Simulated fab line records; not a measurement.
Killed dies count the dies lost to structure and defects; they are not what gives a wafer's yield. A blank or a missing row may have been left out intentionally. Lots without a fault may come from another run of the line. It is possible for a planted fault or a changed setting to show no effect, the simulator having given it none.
Which tool was responsible?    flow n5-finfet    29 wafers from 10 lots sampled at 5 of the route's 1938 steps

## WHAT THE GAUGES SHOWED, per wafer
N5_BEOL_M0_SAQP_THK_MEAS_05. Usual: thk-nm reads 59.8 nm (standard deviation 0.79).
lot   measured      on             thk-nm (nm)     flag
L363  day 5 12:39   film-metro-02  59.5 60.6 60.4  
L365  day 5 23:37   film-metro-02  57.8 58.6 59.1  
L366  day 6 07:19   film-metro-01  59.7 59.0 59.2  
L367  day 6 10:50   film-metro-02  59.5 60.3 61.8  
L369  day 7 03:43   film-metro-02  59.1 59.3 60.5  
L371  day 7 10:07   film-metro-01  60.5 61.1 60.9  
L372  day 7 15:31   film-metro-02  58.7 59.7 60.2  
L373  day 8 01:13   film-metro-02  58.7 59.9 60.0  
L378  day 9 08:17   film-metro-01  58.9 60.7       
L385  day 11 00:48  film-metro-02  59.6 60.7 59.8  

N5_BEOL_M0_SAQP_OVL_MEAS_15. Usual: M0_CORE_OVL 0.7 nm, standard deviation 0.81.
lot   measured      on          M0_CORE_OVL (nm)  flag
L363  day 5 13:10   overlay-02  1.1 2.1 1.7       
L365  day 6 00:07   overlay-01  -0.9 -0.1 0.0     
L366  day 6 07:50   overlay-01  1.3 1.4 1.6       
L367  day 6 11:23   overlay-01  0.5 0.5 1.2       
L369  day 7 04:06   overlay-02  0.9 0.0 0.3       
L371  day 7 10:30   overlay-01  1.4 1.5 0.2       
L372  day 7 16:02   overlay-02  -1.0 0.1 0.4      
L373  day 8 01:44   overlay-01  -1.6 1.1 0.3      
L378  day 9 08:40   overlay-02  0.6 1.1           
L385  day 11 01:19  overlay-02  0.7 0.1 1.1       

N5_BEOL_M4_RC_MEAS_101. Usual: DIBL_N 36.3 mV/V, standard deviation 1.8; DIBL_P 36.5 mV/V, standard deviation 2.1; IOFF_N 0.16 nA/um, standard deviation 0.031; IOFF_P 0.22 nA/um, standard deviation 0.038; ION_N 677 uA/um, standard deviation 12; ION_P 466 uA/um, standard deviation 7.8; SS_N 71.5 mV/dec, standard deviation 0.61; SS_P 73.2 mV/dec, standard deviation 0.7; VT_N 249 mV, standard deviation 3; VT_P -248.9 mV, standard deviation 3.
lot   measured      on         DIBL_N (mV/V)   DIBL_P (mV/V)   IOFF_N (nA/um)  IOFF_P (nA/um)  ION_N (uA/um)  ION_P (uA/um)  SS_N (mV/dec)   SS_P (mV/dec)   VT_N (mV)    VT_P (mV)             flag
L363  day 8 19:02   prober-02  34.6 36.4 34.8  35.1 37.0 34.2  0.14 0.17 0.13  0.22 0.24 0.21  676 682 662    472 474 464    71.2 70.5 71.4  73.5 73.3 72.3  251 246 252  -245.7 -246.0 -249.5  
L365  day 9 08:14   prober-02  38.2 36.2 39.2  38.6 36.3 38.9  0.20 0.17 0.22  0.24 0.20 0.27  693 688 691    464 462 466    72.0 71.4 72.4  73.6 72.0 73.8  247 250 244  -246.9 -250.2 -246.2  
L366  day 9 09:10   prober-02  35.9 36.7 36.4  36.8 37.7 37.2  0.15 0.17 0.16  0.20 0.22 0.20  667 664 687    456 459 463    72.2 72.4 71.9  73.3 73.4 73.5  250 252 248  -249.2 -251.5 -251.7  
L367  day 9 15:04   prober-02  38.6 36.0 37.0  37.6 36.0 36.9  0.19 0.16 0.17  0.25 0.23 0.23  681 691 694    468 473 472    71.4 71.2 70.9  74.4 73.8 73.6  248 247 248  -248.4 -246.6 -249.9  
L369  day 10 13:41  prober-01  35.2 39.7 40.4  34.4 39.6 41.0  0.14 0.22 0.24  0.19 0.26 0.30  678 673 703    469 460 474    71.7 72.0 71.7  72.3 74.2 74.4  249 247 242  -249.9 -245.4 -245.9  
L371  day 10 10:07  prober-02  36.3 34.8 38.2  36.3 34.0 39.1  0.14 0.12 0.18  0.18 0.15 0.22  665 664 693    455 455 465    71.3 71.0 70.9  73.1 72.9 74.1  252 256 249  -255.5 -258.4 -252.0  
L372  day 10 18:19  prober-02  34.3 34.2 34.7  34.6 35.0 35.8  0.14 0.15 0.14  0.21 0.21 0.21  661 677 662    460 472 460    71.6 71.1 72.2  73.9 73.3 73.0  251 250 252  -247.7 -246.4 -247.3  
L373  day 10 20:47  prober-01  39.5 37.6 40.1  38.0 36.5 38.6  0.17 0.16 0.18  0.22 0.22 0.23  673 673 686    458 468 466    72.5 71.8 72.8  74.0 72.9 74.0  249 250 250  -249.8 -250.6 -247.5  
L378  day 12 14:26  prober-02  34.8 37.0       35.9 38.6       0.16 0.20       0.21 0.26       670 687        459 471        70.6 71.7       72.9 72.8       250 246      -249.4 -247.5         
L385  day 14 04:28  prober-01  36.1 36.2 36.2  36.8 36.5 37.3  0.17 0.16 0.16  0.23 0.23 0.25  682 682 683    469 475 467    71.8 71.7 71.4  73.2 72.9 73.1  248 248 249  -249.1 -246.7 -244.5  

## TOOL THAT RAN EACH LOT (tool first, then ch and the chambers of the sampled wafers, then the start)
lot   N5_BEOL_M0_SAQP_HM_DEP_111      N5_BEOL_M0_SAQP_ETCH_84
L363  pecvd-03 ch 0,2, day 5 12:41    rie-diel-04 ch 1,2, day 5 13:22
L365  pecvd-01 ch 0,1, day 5 23:39    rie-diel-03 ch 0,3, day 6 00:16
L366  pecvd-03 ch 0,2, day 6 07:22    rie-diel-06 ch 0,2,3, day 6 08:13
L367  pecvd-01 ch 0,1, day 6 10:53    rie-diel-03 ch 0,1, day 6 11:44
L369  pecvd-03 ch 0,1, day 7 03:44    rie-diel-03 ch 1,3, day 7 04:19
L371  pecvd-04 ch 0,1, day 7 10:09    rie-diel-03 ch 0,3, day 7 10:46
L372  pecvd-04 ch 0,1,2, day 7 15:33  rie-diel-04 ch 0,1,2, day 7 16:10
L373  pecvd-04 ch 0,1, day 8 01:15    rie-diel-06 ch 1,2, day 8 01:52
L378  pecvd-04 ch 0,1, day 9 08:19    rie-diel-03 ch 2,3, day 9 08:56
L385  pecvd-01 ch 1,2, day 11 00:50   rie-diel-04 ch 1,3, day 11 01:28
- N5_BEOL_M0_SAQP_HM_DEP_111: deposits SiO2 from SiH4/N2O, target thk 12 nm, time 7.2 s.
- N5_BEOL_M0_SAQP_ETCH_84: etches SOC in N2/H2, target depth 100 nm, overetch 20 nm, time 150 s.

## WHAT THE TOOLS THEMSELVES READ (means of the sampled wafers that have a number; where no wafer has one, the mark that the record gives instead)
N5_BEOL_M0_SAQP_HM_DEP_111. Usual: heater-power-w 778 W, standard deviation 77; showerhead-plenum-p-Torr 8.24 Torr, standard deviation 0.15.
lot   tool      heater-power-w (W)  showerhead-plenum-p-Torr (Torr)  flag
L363  pecvd-03  793                 8.12                             
L365  pecvd-01  769                 8.34                             
L366  pecvd-03  742                 8.09                             
L367  pecvd-01  695                 8.33                             
L369  pecvd-03  829                 8.39                             
L371  pecvd-04  701                 8.11                             
L372  pecvd-04  830                 8.15                             
L373  pecvd-04  737                 8.20                             
L378  pecvd-04  796                 8.15                             
L385  pecvd-01  802                 8.29                             

N5_BEOL_M0_SAQP_ETCH_84. Usual: drypump-motor-current-A 5.9 A, standard deviation 0.38; oes-product-au 0.68 a.u., standard deviation 0.059; rf-vpp-V 524.5 V, standard deviation 2.2; run-length-s 173.5 s, standard deviation 0.42; showerhead-plenum-p-Torr 2.57 Torr, standard deviation 0.074; throttle-valve-pct 17.91 %, standard deviation 0.27.
lot   tool         drypump-motor-current-A (A)  oes-product-au (a.u.)  rf-vpp-V (V)  run-length-s (s)  showerhead-plenum-p-Torr (Torr)  throttle-valve-pct (%)  flag
L363  rie-diel-04  6.4                          0.64                   526.3         173.5             2.64                             18.00                   
L365  rie-diel-03  6.3                          0.63                   525.8         173.2             2.62                             17.91                   
L366  rie-diel-06  5.6                          0.68                   521.9         173.8             2.47                             17.98                   
L367  rie-diel-03  5.9                          0.64                   525.8         173.7             2.64                             18.06                   
L369  rie-diel-03  5.9                          0.63                   526.0         173.6             2.63                             17.93                   
L371  rie-diel-03  6.3                          0.62                   525.5         173.1             2.61                             17.92                   
L372  rie-diel-04  6.3                          0.69                   525.8         173.7             2.62                             17.79                   
L373  rie-diel-06  5.4                          0.71                   521.8         173.2             2.50                             17.80                   
L378  rie-diel-03  6.0                          0.75                   523.6         191.2             2.54                             17.44                   OFF
L385  rie-diel-04  6.0                          0.66                   525.9         173.6             2.63                             17.87                   

## THE ANSWER, worked out from the rows above alone
Rule: a lot counts as off when the mean over its wafers that have a number is more than 3 standard deviations away from the usual mean. A lot without any number at a reading at which 4 lots or more have one is off too. The other lots that the step has rows for count as sound. First the gauges in route order, then the tools' own readings, where a lot's mean is used as printed above. At the first step where some lot is off, the reading lying furthest off is the one used; lots without a number count as furthest.
Off: L378 (N5_BEOL_M0_SAQP_ETCH_84, run-length-s).
If a tool, at that step or one of the process steps before it, ran each lot that is off and ran no sound lot following the first of them, it fits. 2 tools fit, pecvd-04 at N5_BEOL_M0_SAQP_HM_DEP_111 and rie-diel-03 at N5_BEOL_M0_SAQP_ETCH_84, so this cannot tell which one it is.

## WHAT THE SIMULATOR HAD PUT IN
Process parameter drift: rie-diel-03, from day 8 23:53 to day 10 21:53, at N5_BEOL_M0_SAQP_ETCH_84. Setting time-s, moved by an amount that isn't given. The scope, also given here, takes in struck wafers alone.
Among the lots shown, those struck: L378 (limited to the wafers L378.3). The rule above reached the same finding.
